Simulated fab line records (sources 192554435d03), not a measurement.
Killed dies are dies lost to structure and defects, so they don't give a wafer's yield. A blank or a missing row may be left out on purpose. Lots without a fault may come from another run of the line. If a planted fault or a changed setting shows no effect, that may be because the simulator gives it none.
Which of the tools did it? -- flow n5Finfet -- 69 wafers from 23 lots sampled at 5 of the route's 1938 steps

## WHAT THE GAUGES SHOWED, per wafer
N5_BEOL_M3_CD_MEAS_11: target cd 17.05 nm.
lot,measured,on,cdNm (nm)
L074,day 6 19:47,cdSem-01,16.96 16.67 16.49
L075,day 7 12:52,cdSem-01,16.80 16.46 16.79
L076,day 7 12:55,cdSem-02,17.24 17.72 16.81
L077,day 7 12:57,cdSem-03,16.62 17.26 17.22
L078,day 7 22:47,cdSem-01,16.78 17.05 16.98
L079,day 8 07:59,cdSem-02,17.37 16.58 17.07
L080,day 8 14:46,cdSem-03,16.97 17.12 16.97
L081,day 8 19:32,cdSem-01,17.11 16.99 16.95
L082,day 9 00:47,cdSem-01,17.00 17.03 17.12
L083,day 9 09:14,cdSem-03,17.35 17.30 17.50
L084,day 9 19:09,cdSem-01,16.89 17.28 17.00
L085,day 10 03:01,cdSem-02,16.95 16.53 16.93
L086,day 10 06:46,cdSem-03,17.40 16.69 16.86
L088,day 10 14:46,cdSem-03,16.95 16.45 16.97
L089,day 10 20:53,cdSem-03,16.60 16.86 16.99
L087,day 10 21:26,cdSem-02,16.86 17.13 17.22
L090,day 10 23:20,cdSem-02,16.73 17.35 17.56
L091,day 11 02:38,cdSem-02,17.25 17.10 17.37
L093,day 11 14:38,cdSem-03,16.65 17.21 17.19
L092,day 11 14:44,cdSem-02,16.69 17.11 17.06
L095,day 12 18:58,cdSem-03,16.98 16.87 16.71
L096,day 12 22:01,cdSem-03,16.83 17.24 17.27
L097,day 13 00:41,cdSem-01,17.10 17.18 16.74

N5_BEOL_M3_OVL_MEAS_29.
lot,measured,on,V2_OVL (nm)
L074,day 6 20:52,overlay-02,-0.3 -0.4 -0.5
L075,day 7 13:46,overlay-02,-1.2 -0.7 0.3
L076,day 7 13:51,overlay-02,-0.4 0.3 0.5
L077,day 7 13:54,overlay-01,-0.5 0.4 -0.3
L078,day 7 23:53,overlay-01,1.1 1.0 1.3
L079,day 8 08:58,overlay-01,-0.7 0.6 -0.6
L080,day 8 15:49,overlay-02,-0.4 -0.2 -0.6
L081,day 8 20:43,overlay-01,-0.8 -1.0 -0.9
L082,day 9 01:43,overlay-02,-0.4 -1.2 -0.8
L083,day 9 10:08,overlay-02,0.8 -0.1 0.9
L084,day 9 20:09,overlay-02,-0.5 1.3 1.1
L085,day 10 04:07,overlay-01,0.5 -0.8 -0.7
L086,day 10 07:48,overlay-01,0.3 -0.2 -1.6
L088,day 10 15:49,overlay-02,-0.3 0.2 -0.1
L089,day 10 21:54,overlay-02,0.7 -0.2 -1.2
L087,day 10 22:20,overlay-01,-0.8 -0.9 -1.3
L090,day 11 00:15,overlay-02,0.2 0.7 -0.2
L091,day 11 03:40,overlay-02,0.1 0.7 -0.1
L093,day 11 15:32,overlay-01,-1.2 0.0 -1.0
L092,day 11 15:39,overlay-01,0.0 0.5 0.3
L095,day 12 20:10,overlay-01,0.0 -0.3 0.6
L096,day 12 22:55,overlay-02,0.2 -1.0 -0.1
L097,day 13 01:43,overlay-01,-0.3 -0.2 0.3

## WHAT TOOL EACH LOT RAN ON (gives the tool, then ch and the chambers of the sampled wafers, and finally the start)
lot,N5_BEOL_M3_DESCUM_16,N5_BEOL_M3_ETCH_74,N5_BEOL_M3_ETCH_64
L074,"rieDiel-01 ch 1,2, day 6 19:54","rieDiel-01 ch 1,2, day 6 19:56","rieDiel-01 ch 1,2, day 6 19:59"
L075,"rieDiel-03 ch 0,1,3, day 7 13:00","rieDiel-03 ch 0,1,3, day 7 13:02","rieDiel-03 ch 0,1,3, day 7 13:05"
L076,"rieDiel-02 ch 0,2,3, day 7 13:02","rieDiel-02 ch 0,2,3, day 7 13:04","rieDiel-02 ch 0,2,3, day 7 13:07"
L077,"rieDiel-01 ch 0,1,3, day 7 13:04","rieDiel-01 ch 0,1,3, day 7 13:07","rieDiel-01 ch 0,1,3, day 7 13:09"
L078,"rieDiel-02 ch 1,2, day 7 22:55","rieDiel-02 ch 1,2, day 7 22:57","rieDiel-02 ch 1,2, day 7 22:59"
L079,"rieDiel-02 ch 0,3, day 8 08:11","rieDiel-02 ch 0,3, day 8 08:13","rieDiel-02 ch 0,3, day 8 08:16"
L080,"rieDiel-03 ch 0,2, day 8 14:53","rieDiel-03 ch 0,2, day 8 14:55","rieDiel-03 ch 0,2, day 8 14:58"
L081,"rieDiel-02 ch 0,1,3, day 8 19:52","rieDiel-02 ch 0,1,3, day 8 19:54","rieDiel-02 ch 0,1,3, day 8 19:57"
L082,"rieDiel-03 ch 1,2,3, day 9 00:54","rieDiel-03 ch 1,2,3, day 9 00:56","rieDiel-03 ch 1,2,3, day 9 00:59"
L083,"rieDiel-01 ch 0,3, day 9 09:22","rieDiel-01 ch 0,3, day 9 09:24","rieDiel-01 ch 0,3, day 9 09:26"
L084,"rieDiel-01 ch 0,2,3, day 9 19:22","rieDiel-01 ch 0,2,3, day 9 19:24","rieDiel-01 ch 0,2,3, day 9 19:27"
L085,"rieDiel-01 ch 0,2,3, day 10 03:19","rieDiel-01 ch 0,2,3, day 10 03:21","rieDiel-01 ch 0,2,3, day 10 03:24"
L086,"rieDiel-01 ch 1,2,3, day 10 06:53","rieDiel-01 ch 1,2,3, day 10 06:55","rieDiel-01 ch 1,2,3, day 10 06:58"
L088,"rieDiel-01 ch 0,1,3, day 10 14:54","rieDiel-01 ch 0,1,3, day 10 14:56","rieDiel-01 ch 0,1,3, day 10 14:59"
L089,"rieDiel-01 ch 1,3, day 10 21:00","rieDiel-01 ch 1,3, day 10 21:02","rieDiel-01 ch 1,3, day 10 21:05"
L087,"rieDiel-01 ch 0,1,2, day 10 21:34","rieDiel-01 ch 0,1,2, day 10 21:35","rieDiel-01 ch 0,1,2, day 10 21:38"
L090,"rieDiel-03 ch 0,2,3, day 10 23:28","rieDiel-03 ch 0,2,3, day 10 23:29","rieDiel-03 ch 0,2,3, day 10 23:32"
L091,"rieDiel-02 ch 0,1,2, day 11 02:46","rieDiel-02 ch 0,1,2, day 11 02:48","rieDiel-02 ch 0,1,2, day 11 02:51"
L093,"rieDiel-02 ch 0,1,3, day 11 14:46","rieDiel-02 ch 0,1,3, day 11 14:48","rieDiel-02 ch 0,1,3, day 11 14:50"
L092,"rieDiel-01 ch 0,2,3, day 11 14:52","rieDiel-01 ch 0,2,3, day 11 14:54","rieDiel-01 ch 0,2,3, day 11 14:57"
L095,"rieDiel-03 ch 0,1, day 12 19:17","rieDiel-03 ch 0,1, day 12 19:19","rieDiel-03 ch 0,1, day 12 19:22"
L096,"rieDiel-02 ch 1,2,3, day 12 22:08","rieDiel-02 ch 1,2,3, day 12 22:10","rieDiel-02 ch 1,2,3, day 12 22:13"
L097,"rieDiel-01 ch 0,1,2, day 13 00:48","rieDiel-01 ch 0,1,2, day 13 00:50","rieDiel-01 ch 0,1,2, day 13 00:53"
- N5_BEOL_M3_DESCUM_16: chemistry O2, time 7 s.
- N5_BEOL_M3_ETCH_74: etches underlayer in N2/H2, target depth 6.5 nm, time 5.2 s.
- N5_BEOL_M3_ETCH_64: etches SOC in N2/H2, target depth 75 nm, overetch 15 nm, time 112.5 s.

## WHAT THE TOOLS THEMSELVES READ (means of the sampled wafers that have a number; where no wafer has one, the mark that the record gives instead)
N5_BEOL_M3_DESCUM_16.
lot,tool,drypumpMotorCurrentA (A),oesProductAu (a.u.),rfVppV (V),showerheadPlenumPTorr (Torr),throttleValvePct (%)
L074,rieDiel-01,5.2,0.83,242.9,2.06,20.20
L075,rieDiel-03,6.0,0.87,243.8,2.12,20.22
L076,rieDiel-02,5.3,0.76,244.5,2.12,20.34
L077,rieDiel-01,5.7,0.84,244.1,2.15,20.40
L078,rieDiel-02,5.6,0.73,242.4,2.05,20.70
L079,rieDiel-02,5.7,0.74,244.5,2.17,20.20
L080,rieDiel-03,6.1,0.90,245.0,2.17,20.10
L081,rieDiel-02,5.6,0.72,244.4,2.12,20.48
L082,rieDiel-03,6.2,0.84,244.6,2.17,20.33
L083,rieDiel-01,5.6,0.88,244.1,2.16,20.43
L084,rieDiel-01,5.4,0.85,243.5,2.13,20.37
L085,rieDiel-01,5.4,0.84,243.4,2.13,20.37
L086,rieDiel-01,5.3,0.83,243.0,2.09,20.30
L088,rieDiel-01,5.7,0.82,243.4,2.15,20.45
L089,rieDiel-01,5.6,0.80,243.0,2.10,20.37
L087,rieDiel-01,5.5,0.80,243.9,2.11,20.38
L090,rieDiel-03,5.9,0.88,243.4,2.13,20.16
L091,rieDiel-02,5.7,0.85,243.3,2.08,20.33
L093,rieDiel-02,5.6,0.80,243.6,2.12,20.37
L092,rieDiel-01,5.4,0.83,244.3,2.12,20.38
L095,rieDiel-03,6.3,0.76,244.6,2.11,20.32
L096,rieDiel-02,5.3,0.91,243.1,2.07,20.39
L097,rieDiel-01,5.4,0.79,243.2,2.11,20.40

N5_BEOL_M3_ETCH_74.
lot,tool,biasW (W),drypumpMotorCurrentA (A),etchRfOnTimeS (s),oesProductAu (a.u.),rfVppV (V),showerheadPlenumPTorr (Torr),throttleValvePct (%)
L074,rieDiel-01,149.8,5.1,5.06,0.71,522.5,2.50,17.55
L075,rieDiel-03,149.6,6.0,5.21,0.74,525.1,2.58,17.63
L076,rieDiel-02,149.9,5.4,5.20,0.65,525.0,2.58,17.80
L077,rieDiel-01,149.6,5.7,5.17,0.72,525.8,2.61,17.76
L078,rieDiel-02,149.3,5.6,5.27,0.62,523.2,2.49,18.12
L079,rieDiel-02,150.1,5.7,5.18,0.64,527.8,2.64,17.73
L080,rieDiel-03,150.4,6.2,5.21,0.76,525.4,2.64,17.58
L081,rieDiel-02,149.9,5.6,5.21,0.61,525.3,2.59,17.94
L082,rieDiel-03,150.1,6.3,5.17,0.71,528.8,2.64,17.76
L083,rieDiel-01,150.2,5.6,5.25,0.73,526.2,2.62,17.74
L084,rieDiel-01,149.7,5.4,5.09,0.72,525.5,2.57,17.67
L085,rieDiel-01,150.0,5.4,5.09,0.72,523.8,2.57,17.68
L086,rieDiel-01,149.9,5.3,5.10,0.70,523.3,2.53,17.67
L088,rieDiel-01,149.9,5.7,5.12,0.70,527.4,2.60,17.79
L089,rieDiel-01,149.8,5.6,5.12,0.69,525.4,2.56,17.77
L087,rieDiel-01,149.8,5.4,5.09,0.68,523.8,2.56,17.72
L090,rieDiel-03,149.9,5.9,5.16,0.74,524.3,2.59,17.60
L091,rieDiel-02,150.3,5.7,5.22,0.72,523.7,2.54,17.79
L093,rieDiel-02,149.9,5.6,5.21,0.68,524.5,2.58,17.83
L092,rieDiel-01,150.1,5.4,5.15,0.71,525.5,2.57,17.69
L095,rieDiel-03,149.5,6.3,5.31,0.64,523.9,2.57,17.74
L096,rieDiel-02,150.1,5.3,5.23,0.75,523.4,2.51,17.77
L097,rieDiel-01,149.7,5.4,5.13,0.67,525.0,2.55,17.74

N5_BEOL_M3_ETCH_64.
lot,tool,biasW (W),drypumpMotorCurrentA (A),oesProductAu (a.u.),rfVppV (V),showerheadPlenumPTorr (Torr),throttleValvePct (%)
L074,rieDiel-01,150.2,5.1,0.65,524.2,2.50,17.51
L075,rieDiel-03,150.2,6.0,0.69,525.6,2.58,17.58
L076,rieDiel-02,150.0,5.4,0.60,524.9,2.58,17.74
L077,rieDiel-01,150.0,5.7,0.67,525.6,2.61,17.71
L078,rieDiel-02,150.2,5.5,0.57,521.9,2.49,18.07
L079,rieDiel-02,150.1,5.7,0.59,527.5,2.64,17.69
L080,rieDiel-03,150.0,6.2,0.71,525.6,2.65,17.53
L081,rieDiel-02,150.3,5.6,0.56,524.8,2.59,17.91
L082,rieDiel-03,149.8,6.3,0.66,526.5,2.64,17.74
L083,rieDiel-01,150.3,5.6,0.68,526.0,2.62,17.70
L084,rieDiel-01,150.3,5.4,0.66,524.9,2.57,17.64
L085,rieDiel-01,150.2,5.4,0.66,524.4,2.57,17.62
L086,rieDiel-01,149.7,5.4,0.65,523.5,2.53,17.63
L088,rieDiel-01,150.2,5.7,0.65,525.8,2.60,17.74
L089,rieDiel-01,150.2,5.6,0.63,524.8,2.56,17.74
L087,rieDiel-01,150.2,5.4,0.63,524.3,2.56,17.69
L090,rieDiel-03,150.0,5.9,0.69,525.1,2.59,17.55
L091,rieDiel-02,150.0,5.7,0.67,523.7,2.54,17.74
L093,rieDiel-02,150.1,5.6,0.62,525.0,2.58,17.79
L092,rieDiel-01,149.8,5.4,0.65,524.2,2.57,17.65
L095,rieDiel-03,150.6,6.3,0.61,525.2,2.57,17.71
L096,rieDiel-02,150.2,5.3,0.70,523.4,2.51,17.73
L097,rieDiel-01,149.9,5.5,0.62,524.1,2.55,17.72

## THE ANSWER, worked out from the rows above alone
Rule: the usual values come from the lots themselves. The widest of any qualifying gaps counts: lots, ordered by their means at a reading, are off when they make up no more than a third of the lots, leave a main group of 4 or more, and stand apart from it by 3 or more times the standard deviation of that group's means. The tables above print the reading to a certain number of digits; a main group whose means all agree to those digits is not used. Also off: a lot with no number at a reading for which 4 or more lots have one. The other lots that the step has rows for count as sound. Order of review: gauges by route order, followed by the tools' own readings, for which a lot's mean as printed above is used. At the first step where some lot is off, the reading lying furthest off is the one used; lots without a number count as furthest.
Nothing can be told from this: no lot is off at any reading shown.

## WHAT THE SIMULATOR HAD PUT IN
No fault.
